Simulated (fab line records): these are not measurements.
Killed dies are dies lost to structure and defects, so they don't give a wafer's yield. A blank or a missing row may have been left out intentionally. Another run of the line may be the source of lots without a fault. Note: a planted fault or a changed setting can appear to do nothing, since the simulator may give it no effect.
8D (eight disciplines) problem report, filled in by code    flow n5_finfet    the parts of the form that need people (team, actions taken, sign-off) are left out

== 1. THE ISSUE ==
N5_BEOL_M2_OCD_MEAS_38, trench_depth_nm: mean 60.0 nm over 1 wafer from 1 lot; wafers with no fault: 55.2 nm, standard deviation 0.78. That is +6.2 standard deviations from the usual mean.
Earliest sighting: wafer L302.4 on ocd-02 at day 13 02:58. The record holds 21 wafers of 7 lots with a number at this step. By rule, "out" or "out of limits" means more than 4 standard deviations away from the usual mean. All remaining wafers that have a number are taken as sound.

== 2. WHAT IT IS, AND WHAT IT ISN'T ==
question                     is                 is not
which readings at this step  trench_depth_nm    -
which lots                   L302               L283, L285, L286, L298, L303, L304
which wafers of those lots   L302.4             L302.1, L302.5
read on which gauges         ocd-02             ocd-01
when                         from day 13 02:58  up to then (11 sound wafers); but 9 sound wafers of L298, L303, L304 came after

== 3. THE SUSPECTS, EACH WITH WHAT RULES IT OUT ==
Counting: any tool at a process step up to the reading remains a suspect provided it ran every lot that is out. Sound lots after the first of them don't rule it out here, since some wafers of a struck lot are sound.
- the gauge at N5_BEOL_M2_OCD_MEAS_38: ruled out. All the wafers that are out were read on ocd-02, but those of them that N5_BEOL_M2_TRENCH_ETCH_37 has rows for are out there too, on other tools.
- rie_diel-06 at N5_BEOL_M2_ETCH_69 (etches SiARC in CF4, target depth 15.6 nm, time 26 s): kept. It ran the lot that is out, L302 (day 11 23:49).
- rie_diel-03 at N5_BEOL_M2_TRENCH_ETCH_37 (etches SiOC in C4F6/O2, target depth 55.555 nm, time 29.2 s): kept. It ran the lot that is out, L302 (day 13 02:49); its last sound lot up to then is L286 (day 8 08:24). Out on those wafers are its own readings of rf_fwd_power_W, rf_vpp_V.
- rie_diel-03 at N5_BEOL_M2_STRIP_97 (strips in N2/H2, time 10 s): kept. It ran the lot that is out, L302 (day 13 02:58); its last sound lot up to then is L286 (day 8 08:34). With no start given for some of its lots, N5_BEOL_M2_STRIP_97 uses the hours and lot order of N5_BEOL_M2_OCD_MEAS_38.
- At N5_BEOL_M2_ETCH_69, inside rie_diel-06: chamber 0 took the wafers that are out, while their sound lot-mates went through chambers 1, 3.
- Within rie_diel-03 at N5_BEOL_M2_TRENCH_ETCH_37: the wafers that are out ran in chamber 1; their sound lot-mates ran in chamber 0.
- Within rie_diel-03 at N5_BEOL_M2_STRIP_97: the wafers that are out ran in chamber 1; their sound lot-mates ran in chamber 0.
Left after counting: rie_diel-06 at N5_BEOL_M2_ETCH_69, rie_diel-03 at N5_BEOL_M2_TRENCH_ETCH_37, rie_diel-03 at N5_BEOL_M2_STRIP_97.

== 4. THE CAUSE (what the simulator had put in) ==
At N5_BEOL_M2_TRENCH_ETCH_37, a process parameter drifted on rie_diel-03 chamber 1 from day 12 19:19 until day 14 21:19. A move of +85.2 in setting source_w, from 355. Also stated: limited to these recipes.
Of the 3 suspects that counting leaves, this tool is one.

== 5. THE CHAIN OF EFFECTS, in route order ==
Each row: a reading whose mean over the struck wafers that have a number lies more than 3 standard deviations from the usual. Readings are gone through only where the record gives a usual standard deviation; hours: the median, over the lots, of the time from a lot's start at the first step in this table giving one to that lot's start at this step; sigmas: the change measured in usual standard deviations.
hours  step                       reading          usual         on struck wafers  change  sigmas
0      N5_BEOL_M2_TRENCH_ETCH_37  oes_f_703_au     0.78 a.u.     1.07              +0.29   +4.0
0      N5_BEOL_M2_TRENCH_ETCH_37  oes_o_777_au     0.78 a.u.     1.04              +0.26   +3.6
0      N5_BEOL_M2_TRENCH_ETCH_37  rf_fwd_power_W   350.3 W       435.1             +84.8   +61
0      N5_BEOL_M2_TRENCH_ETCH_37  rf_vpp_V         667 V         605               -62     -12
0      N5_BEOL_M2_OCD_MEAS_38     trench_depth_nm  55.2 nm       60.0              +4.8    +6.2
6      N5_BEOL_M2_THK_MEAS_53     M2_THK           39.3 nm       43.7              +4.4    +3.7
6      N5_BEOL_M2_RS_MEAS_58      M2_RS            0.687 ohm/sq  0.605             -0.082  -3.0
Here are the process steps it includes:
- N5_BEOL_M2_TRENCH_ETCH_37: etches SiOC in C4F6/O2, target depth 55.555 nm, time 29.2 s.
Later measuring or inspecting steps at which every struck wafer that the step has a row for has a number for every such reading, and none has moved that far: N5_BEOL_M4_RC_MEAS_101.

== 6. WHAT WOULD HAVE CAUGHT IT SOONER ==
Counted from the fault's start at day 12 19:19, it took 8 hours until the first out-of-limits reading at a measuring or inspecting step in this record, taken at day 13 02:58.
The tool's own readings at N5_BEOL_M2_TRENCH_ETCH_37 were out on every struck wafer that the step has a row for (rf_fwd_power_W, rf_vpp_V): an alarm limit on them would have fired on the first of those.
By day 13 02:58 the whole set of lots that are out, 1 in number, had already begun N5_BEOL_M2_TRENCH_ETCH_37 on rie_diel-03. Had the tool been put on hold then, not one of them would have been saved.
